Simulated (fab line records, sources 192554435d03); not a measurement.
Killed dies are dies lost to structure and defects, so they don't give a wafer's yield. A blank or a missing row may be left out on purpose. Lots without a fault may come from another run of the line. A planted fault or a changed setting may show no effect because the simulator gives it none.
Which tool did it? | flow n5_finfet | 9 lots, 27 wafers sampled, at 5 steps of a route of 1938

WHAT THE GAUGES READ, wafer by wafer
N5_BEOL_M4_RC_MEAS_101.
lot  | measured     | on        | DIBL_N (mV/V)
L345 | day 8 15:54  | prober-02 | 34.8 35.0 33.1
L346 | day 9 05:58  | prober-01 | 35.3 36.9 31.4
L348 | day 9 08:56  | prober-02 | 39.0 32.9 37.2
L352 | day 10 10:04 | prober-01 | 35.4 33.4 37.0
L354 | day 10 15:20 | prober-01 | 36.0 36.2 37.3
L362 | day 12 19:44 | prober-01 | 33.2 36.7 34.9
L363 | day 12 22:39 | prober-01 | 36.2 37.5 37.8
L367 | day 14 14:02 | prober-02 | 38.0 36.1 36.0
L366 | day 14 15:19 | prober-01 | 35.5 32.7 35.4

WHICH TOOL RAN EACH LOT (tool, then ch and the chambers of the sampled wafers, then the start)
lot  | N5_GATE_CUT_STRIP_41               | N5_GATE_CUT_CUT_ETCH_53           | N5_GATE_CUT_VAPOR_ETCH_48         | N5_MOL_CONTACT_COAG_COAT_104
L345 | rie_diel-06 ch 2,3, day 4 20:01    | rie_metal-02 ch 0,1, day 4 20:12  | rie_metal-02 ch 0,1, day 4 20:22  | litho_track-03 ch 0, day 5 02:59
L346 | rie_diel-02 ch 0,2, day 5 05:10    | rie_metal-02 ch 0,1, day 5 05:20  | rie_metal-02 ch 0,1, day 5 05:31  | litho_track-03 ch 0, day 5 10:02
L348 | rie_diel-04 ch 2,3, day 5 20:44    | rie_metal-01 ch 0, day 5 20:54    | rie_metal-01 ch 0, day 5 21:05    | litho_track-05 ch 0, day 5 23:55
L352 | rie_diel-04 ch 1,2,3, day 6 18:48  | rie_metal-02 ch 0, day 6 18:58    | rie_metal-02 ch 0, day 6 19:08    | litho_track-03 ch 0, day 6 22:14
L354 | rie_diel-04 ch 0,1,3, day 7 00:35  | rie_metal-01 ch 0,1, day 7 00:45  | rie_metal-01 ch 0,1, day 7 00:56  | litho_track-04 ch 0, day 7 03:45
L362 | rie_diel-06 ch 0,3, day 9 02:28    | rie_metal-02 ch 0,1, day 9 02:38  | rie_metal-02 ch 0,1, day 9 02:49  | litho_track-03 ch 0, day 9 05:38
L363 | rie_diel-04 ch 1,3, day 9 08:29    | rie_metal-02 ch 0,1, day 9 08:44  | rie_metal-02 ch 0,1, day 9 08:55  | litho_track-03 ch 0, day 9 11:44
L367 | rie_diel-04 ch 0,3, day 10 09:11   | rie_metal-03 ch 0,1, day 10 09:21 | rie_metal-03 ch 0,1, day 10 09:32 | litho_track-04 ch 0, day 10 12:23
L366 | rie_diel-02 ch 0,2,3, day 10 09:42 | rie_metal-01 ch 0,1, day 10 09:52 | rie_metal-01 ch 0,1, day 10 10:03 | litho_track-05 ch 0, day 10 12:56
- N5_GATE_CUT_STRIP_41: strips in CF4.
- N5_GATE_CUT_CUT_ETCH_53: etches W in SF6/Cl2, target depth 79.2 nm.
- N5_GATE_CUT_VAPOR_ETCH_48: etches TiN in BCl3/Cl2.
- N5_MOL_CONTACT_COAG_COAT_104: time 60 s, resist thk 12 nm.

THE ANSWER, worked out from the rows above alone
Rule: what is usual is taken from the lots themselves. Put in order of their means at a reading, lots are off if they are a third of the lots or fewer, leave a main group of 4 or more, and stand apart from it by a gap of 3 or more times the standard deviation of the main group's means; of several such gaps the widest counts. A main group whose means are all the same, to the digits that the tables above print for the reading, isn't used. A lot without any number at a reading at which 4 lots or more have one is off too. The other lots that the step has rows for count as sound.
No lot is off at any reading shown: from this, nothing can be told.

WHAT THE SIMULATOR HAD PUT IN
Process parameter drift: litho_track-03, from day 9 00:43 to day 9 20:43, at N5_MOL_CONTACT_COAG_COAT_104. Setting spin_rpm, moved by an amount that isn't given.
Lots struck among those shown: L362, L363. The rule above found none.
